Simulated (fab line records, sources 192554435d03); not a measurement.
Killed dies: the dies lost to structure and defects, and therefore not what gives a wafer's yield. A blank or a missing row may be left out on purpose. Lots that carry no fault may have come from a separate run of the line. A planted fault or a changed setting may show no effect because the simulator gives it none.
Matching of chambers    flow n5 finfet    N5_SD_EPI_P_DESCUM_14 on rie diel-04: 4 sister chambers
The step chemistry O2, time 7.9 s. 4 wafers are shown with their chamber, then 9 later ones without.

## WAFERS PAIRED WITH THEIR CHAMBERS
wafer   chamber  showerhead plenum p Torr (Torr)
L091.2  1        2.14
L092.2  3        2.03
L092.3  2        2.00
L092.5  0        2.05

## WAFERS WITH NO CHAMBER GIVEN
wafer   showerhead plenum p Torr (Torr)
L093.2  2.02
L093.4  2.13
L093.6  2.05
L094.3  2.02
L094.4  2.05
L094.5  2.05
L095.1  2.05
L095.3  2.13
L095.4  1.99

## WHICH CHAMBER EACH WENT THROUGH
wafer   from the rows above      in truth
L093.2  can't be placed: 3 or 2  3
L093.4  1                        1
L093.6  0                        0
L094.3  can't be placed: 3 or 2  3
L094.4  0                        0
L094.5  0                        0
L095.1  0                        0
L095.3  1                        1
L095.4  2                        2
Correctly placed: 7 of 9. Unplaceable from these rows: 2, with the true chamber sitting among the candidates in 2. 0 placed wrongly.
How it was worked out, from the rows above alone: a wafer's distance from a chamber is the root of the sum, over the readings, of the square of ((its reading less the chamber's mean) divided by the reading's scatter). The wafer belongs to the nearest chamber; if the next one is less than 2 further off, it can't be placed. The mean given for a chamber averages the wafers shown for that chamber. The scatter: root of mean squared gap, hidden wafer to nearest shown wafer, with one shown wafer a chamber.
